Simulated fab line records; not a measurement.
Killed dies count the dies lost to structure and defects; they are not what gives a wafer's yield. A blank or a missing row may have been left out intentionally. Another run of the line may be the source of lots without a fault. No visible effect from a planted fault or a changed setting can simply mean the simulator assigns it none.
Split-lot experiment :: flow n5Finfet :: route with 1938 steps; 7 lots, 39 wafers read

== THE SPLIT ITSELF ==
At N5_BEOL_M15_TRENCH_ETCH_34 (etches SiO2 in C4F8/O2/Ar, target depth 872.93 nm, time 199 s), the setting timeS was moved away from the recipe's 199 s on 15 of the 39 wafers read, by -33.2% to +57.0%. This setting was run at the recipe's value on the other wafers.

== FROM THE SPLIT TO THE READING: what the file shows between them, 7 steps ==
- N5_BEOL_M15_STRIP_36: strips in O2
- N5_BEOL_M15_ECD_47: material Cu, target thk 1860 nm
- N5_BEOL_M15_ANNEAL_48: time 90 s
- N5_BEOL_M15_CMP_49: polishes, stops on SiO2, t overpolish 4.9 s, target thk 850 nm
- N5_BEOL_M15_THK_MEAS_50: measures by xrf
- N5_BEOL_M15_PRE_CLEAN_52: time 15 s
- N5_BEOL_M15_DEP_53: deposits SiCN from 3MS/NH3, target thk 50 nm, time 17.8 s

== THE READING ==
M15_RS (ohm/sq), read at N5_BEOL_M15_RS_MEAS_54 with a four-point probe. Fault-free wafers of this fab line usually give 0.0215 ohm/sq, standard deviation 0.00043 ohm/sq.

wafer: L074.1
tool, chamber at the split: rieDiel-03, 3
timeS as run, s: 312.5
against the recipe: +57.0%
M15_RS, ohm/sq: 0.0132
against lot-mates on the recipe: -0.0089

wafer: L074.2
tool, chamber at the split: rieDiel-03, 0
timeS as run, s: 199
against the recipe: recipe
M15_RS, ohm/sq: 0.0226
against lot-mates on the recipe: -

wafer: L074.3
tool, chamber at the split: rieDiel-03, 2
timeS as run, s: 199
against the recipe: recipe
M15_RS, ohm/sq: 0.0218
against lot-mates on the recipe: -

wafer: L074.4
tool, chamber at the split: rieDiel-03, 1
timeS as run, s: 312.5
against the recipe: +57.0%
M15_RS, ohm/sq: 0.0135
against lot-mates on the recipe: -0.0086

wafer: L074.5
tool, chamber at the split: rieDiel-03, 2
timeS as run, s: 199
against the recipe: recipe
M15_RS, ohm/sq: 0.0218
against lot-mates on the recipe: -

wafer: L074.6
tool, chamber at the split: rieDiel-03, 1
timeS as run, s: 312.5
against the recipe: +57.0%
M15_RS, ohm/sq: 0.0136
against lot-mates on the recipe: -0.0085

wafer: L079.3
tool, chamber at the split: rieDiel-03, 0
timeS as run, s: 199
against the recipe: recipe
M15_RS, ohm/sq: 0.0223
against lot-mates on the recipe: -

wafer: L079.5
tool, chamber at the split: rieDiel-03, 0
timeS as run, s: 199
against the recipe: recipe
M15_RS, ohm/sq: 0.0223
against lot-mates on the recipe: -

wafer: L079.6
tool, chamber at the split: rieDiel-03, 3
timeS as run, s: 199
against the recipe: recipe
M15_RS, ohm/sq: 0.0210
against lot-mates on the recipe: -

wafer: L082.1
tool, chamber at the split: rieDiel-06, 1
timeS as run, s: 199
against the recipe: recipe
M15_RS, ohm/sq: 0.0211
against lot-mates on the recipe: -

wafer: L082.2
tool, chamber at the split: rieDiel-06, 0
timeS as run, s: 135.8
against the recipe: -31.8%
M15_RS, ohm/sq: 0.0315
against lot-mates on the recipe: +0.0099

wafer: L082.3
tool, chamber at the split: rieDiel-06, 2
timeS as run, s: 199
against the recipe: recipe
M15_RS, ohm/sq: 0.0217
against lot-mates on the recipe: -

wafer: L082.4
tool, chamber at the split: rieDiel-06, 3
timeS as run, s: 135.8
against the recipe: -31.8%
M15_RS, ohm/sq: 0.0329
against lot-mates on the recipe: +0.0113

wafer: L082.5
tool, chamber at the split: rieDiel-06, 3
timeS as run, s: 199
against the recipe: recipe
M15_RS, ohm/sq: 0.0219
against lot-mates on the recipe: -

wafer: L082.6
tool, chamber at the split: rieDiel-06, 2
timeS as run, s: 135.8
against the recipe: -31.8%
M15_RS, ohm/sq: 0.0323
against lot-mates on the recipe: +0.0107

wafer: L085.1
tool, chamber at the split: rieDiel-03, 1
timeS as run, s: 133
against the recipe: -33.2%
M15_RS, ohm/sq: 0.0329
against lot-mates on the recipe: +0.0113

wafer: L085.2
tool, chamber at the split: rieDiel-03, 0
timeS as run, s: 133
against the recipe: -33.2%
M15_RS, ohm/sq: 0.0337
against lot-mates on the recipe: +0.0121

wafer: L085.3
tool, chamber at the split: rieDiel-03, 2
timeS as run, s: 199
against the recipe: recipe
M15_RS, ohm/sq: 0.0214
against lot-mates on the recipe: -

wafer: L085.4
tool, chamber at the split: rieDiel-03, 2
timeS as run, s: 133
against the recipe: -33.2%
M15_RS, ohm/sq: 0.0326
against lot-mates on the recipe: +0.0110

wafer: L085.5
tool, chamber at the split: rieDiel-03, 1
timeS as run, s: 199
against the recipe: recipe
M15_RS, ohm/sq: 0.0215
against lot-mates on the recipe: -

wafer: L085.6
tool, chamber at the split: rieDiel-03, 0
timeS as run, s: 199
against the recipe: recipe
M15_RS, ohm/sq: 0.0219
against lot-mates on the recipe: -

wafer: L084.1
tool, chamber at the split: rieDiel-03, 3
timeS as run, s: 199
against the recipe: recipe
M15_RS, ohm/sq: 0.0209
against lot-mates on the recipe: -

wafer: L084.2
tool, chamber at the split: rieDiel-03, 2
timeS as run, s: 290.2
against the recipe: +45.8%
M15_RS, ohm/sq: 0.0145
against lot-mates on the recipe: -0.0069

wafer: L084.3
tool, chamber at the split: rieDiel-03, 0
timeS as run, s: 290.2
against the recipe: +45.8%
M15_RS, ohm/sq: 0.0150
against lot-mates on the recipe: -0.0064

wafer: L084.4
tool, chamber at the split: rieDiel-03, 1
timeS as run, s: 290.2
against the recipe: +45.8%
M15_RS, ohm/sq: 0.0146
against lot-mates on the recipe: -0.0068

wafer: L084.5
tool, chamber at the split: rieDiel-03, 0
timeS as run, s: 199
against the recipe: recipe
M15_RS, ohm/sq: 0.0222
against lot-mates on the recipe: -

wafer: L084.6
tool, chamber at the split: rieDiel-03, 3
timeS as run, s: 199
against the recipe: recipe
M15_RS, ohm/sq: 0.0210
against lot-mates on the recipe: -

wafer: L089.1
tool, chamber at the split: rieDiel-06, 3
timeS as run, s: 199
against the recipe: recipe
M15_RS, ohm/sq: 0.0216
against lot-mates on the recipe: -

wafer: L089.2
tool, chamber at the split: rieDiel-06, 1
timeS as run, s: 199
against the recipe: recipe
M15_RS, ohm/sq: 0.0207
against lot-mates on the recipe: -

wafer: L089.3
tool, chamber at the split: rieDiel-06, 2
timeS as run, s: 199
against the recipe: recipe
M15_RS, ohm/sq: 0.0216
against lot-mates on the recipe: -

wafer: L089.4
tool, chamber at the split: rieDiel-06, 0
timeS as run, s: 199
against the recipe: recipe
M15_RS, ohm/sq: 0.0209
against lot-mates on the recipe: -

wafer: L089.5
tool, chamber at the split: rieDiel-06, 3
timeS as run, s: 199
against the recipe: recipe
M15_RS, ohm/sq: 0.0217
against lot-mates on the recipe: -

wafer: L089.6
tool, chamber at the split: rieDiel-06, 0
timeS as run, s: 199
against the recipe: recipe
M15_RS, ohm/sq: 0.0209
against lot-mates on the recipe: -

wafer: L094.1
tool, chamber at the split: rieDiel-03, 1
timeS as run, s: 161.5
against the recipe: -18.8%
M15_RS, ohm/sq: 0.0271
against lot-mates on the recipe: +0.0054

wafer: L094.2
tool, chamber at the split: rieDiel-03, 3
timeS as run, s: 199
against the recipe: recipe
M15_RS, ohm/sq: 0.0212
against lot-mates on the recipe: -

wafer: L094.3
tool, chamber at the split: rieDiel-03, 0
timeS as run, s: 199
against the recipe: recipe
M15_RS, ohm/sq: 0.0219
against lot-mates on the recipe: -

wafer: L094.4
tool, chamber at the split: rieDiel-03, 2
timeS as run, s: 161.5
against the recipe: -18.8%
M15_RS, ohm/sq: 0.0270
against lot-mates on the recipe: +0.0053

wafer: L094.5
tool, chamber at the split: rieDiel-03, 0
timeS as run, s: 199
against the recipe: recipe
M15_RS, ohm/sq: 0.0219
against lot-mates on the recipe: -

wafer: L094.6
tool, chamber at the split: rieDiel-03, 3
timeS as run, s: 161.5
against the recipe: -18.8%
M15_RS, ohm/sq: 0.0265
against lot-mates on the recipe: +0.0048

THE FIT
A straight line over all 39 wafers: M15_RS changes by -0.000208 ohm/sq for each +1% of timeS; r = -0.94; the points scatter about the line by 0.0019 ohm/sq.
The same after taking each lot's own level away (the mean of its wafers on the recipe; 39 wafers): -0.00021 ohm/sq for each +1%; r = -0.95; scatter 0.0018 ohm/sq.
On that fit, the largest move of timeS shifts the reading by 0.012 ohm/sq.
The lots' own levels span 0.02123 to 0.02207 ohm/sq, that is 1.9 times the standard deviation above.
The two slopes are in agreement: the lot-to-lot level therefore moves the slope only a little.
Check: for one of the wafers moved furthest among these (+57.0%), held out of the fit, the line's prediction against its lot-mates is -0.0111 ohm/sq. It came out at -0.00887 ohm/sq against them.

== THE WHOLE CHAIN: every reading that the file lists as answering this split, in the file's order ==
step: N5_BEOL_M15_TRENCH_ETCH_34
what it does: etches SiO2 in C4F8/O2/Ar, target depth 872.93 nm, time 199 s
reading: etch.depthNm (the simulator's own value, which no gauge read)
change (the file's fit): +8.81 nm for each +1% of the setting
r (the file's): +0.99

step: N5_BEOL_M15_TRENCH_ETCH_34
what it does: etches SiO2 in C4F8/O2/Ar, target depth 872.93 nm, time 199 s
reading: coat_of_BEOL_M15_COAT_22.thkNm (the simulator's own value, which no gauge read)
change (the file's fit): -1.77 nm for each +1% of the setting
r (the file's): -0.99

step: N5_BEOL_M15_CMP_49
what it does: polishes, stops on SiO2, t overpolish 4.9 s, target thk 850 nm
reading: Cu_of_BEOL_M15_ECD_47.thkNm (the simulator's own value, which no gauge read)
change (the file's fit): +8.81 nm for each +1% of the setting
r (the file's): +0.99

step: N5_BEOL_M15_THK_MEAS_50
what it does: measures by xrf
reading: M15_THK
change (the file's fit): +9.03 for each +1% of the setting
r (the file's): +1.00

step: N5_BEOL_M15_RS_MEAS_54
what it does: measures by four-point-probe
reading: M15_RS
change (the file's fit): -0.000207 for each +1% of the setting
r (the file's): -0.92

== THE FILE'S OWN FIT ==
M15_RS changes by -0.000207 ohm/sq for each +1% of timeS, r = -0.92.
